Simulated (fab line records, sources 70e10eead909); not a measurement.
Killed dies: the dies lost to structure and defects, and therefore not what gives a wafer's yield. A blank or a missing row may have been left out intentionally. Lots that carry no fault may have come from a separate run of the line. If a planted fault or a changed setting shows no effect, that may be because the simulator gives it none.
Which tool did it? + flow nandHarc + 18 wafers from 6 lots sampled at 4 of the route's 1302 steps

## WHAT EACH GAUGE READ, for each wafer
NHARC_P_CONTACT_CD_MEAS_12 targets a cd of 90 nm.
| lot  | measured     | on       | cdNm (nm)      |
|------|--------------|----------|----------------|
| L303 | day 7 03:09  | cdSem-02 | 89.4 89.3 90.2 |
| L306 | day 8 10:22  | cdSem-01 | 90.8 90.9 90.8 |
| L308 | day 9 11:56  | cdSem-03 | 89.2 89.2 89.1 |
| L316 | day 12 15:56 | cdSem-01 | 86.5 87.0 86.6 |
| L318 | day 13 08:06 | cdSem-03 | 88.3 89.7 89.6 |
| L323 | day 15 20:17 | cdSem-03 | 89.7 89.8 89.7 |

## WHAT TOOL EACH LOT RAN ON (gives the tool, then ch and the chambers of the sampled wafers, and finally the start)
| lot  | NHARC_P_GATE_DESCUM_93            | NHARC_P_GATE_RTA_80             | NHARC_P_CONTACT_PEB_10           |
|------|-----------------------------------|---------------------------------|----------------------------------|
| L303 | rieDiel-03 ch 0,2,3, day 6 22:39  | rtpAnneal-02 ch 0, day 7 00:55  | lithoTrack-01 ch 0, day 7 03:04  |
| L306 | rieDiel-01 ch 1,2, day 8 05:44    | rtpAnneal-02 ch 0, day 8 08:05  | lithoTrack-04 ch 0, day 8 10:17  |
| L308 | rieDiel-01 ch 0,2,3, day 9 07:32  | rtpAnneal-01 ch 0, day 9 09:49  | lithoTrack-01 ch 0, day 9 11:52  |
| L316 | rieDiel-03 ch 0,1,2, day 12 11:16 | rtpAnneal-02 ch 0, day 12 13:39 | lithoTrack-01 ch 0, day 12 15:51 |
| L318 | rieDiel-08 ch 0,1, day 13 03:35   | rtpAnneal-01 ch 0, day 13 05:50 | lithoTrack-06 ch 0, day 13 08:01 |
| L323 | rieDiel-01 ch 0,1, day 15 15:46   | rtpAnneal-02 ch 0, day 15 18:04 | lithoTrack-01 ch 0, day 15 20:13 |
- NHARC_P_GATE_DESCUM_93: chemistry O2, time 3 s.
- NHARC_P_GATE_RTA_80: time 30 s.
- NHARC_P_CONTACT_PEB_10: peb time 65 s.

## THE ANSWER, worked out from the rows above alone
Rule: usual is defined by the lots themselves. Put in order of their means at a reading, lots are off if they are a third of the lots or fewer, leave a main group of 4 or more, and stand apart from it by a gap of 3 or more times the standard deviation of the main group's means; of several such gaps the widest counts. The tables above print the reading to a certain number of digits; a main group whose means all agree to those digits is not used. A lot without any number at a reading at which 4 lots or more have one is off too. All remaining lots with rows at the step are treated as sound.
Off at NHARC_P_CONTACT_CD_MEAS_12 (cdNm): L316. Mean 89.7 nm and standard deviation 0.6 in the main group.
A tool fits if, at a process step before that reading, it ran every lot that is off, and no sound lot after the first of them. Gauges at NHARC_P_CONTACT_CD_MEAS_12: tried the same way as those tools. 2 tools fit, rieDiel-03 at NHARC_P_GATE_DESCUM_93 and cdSem-01 at NHARC_P_CONTACT_CD_MEAS_12, so this cannot tell which one it is.

## WHAT THE SIMULATOR HAD PUT IN
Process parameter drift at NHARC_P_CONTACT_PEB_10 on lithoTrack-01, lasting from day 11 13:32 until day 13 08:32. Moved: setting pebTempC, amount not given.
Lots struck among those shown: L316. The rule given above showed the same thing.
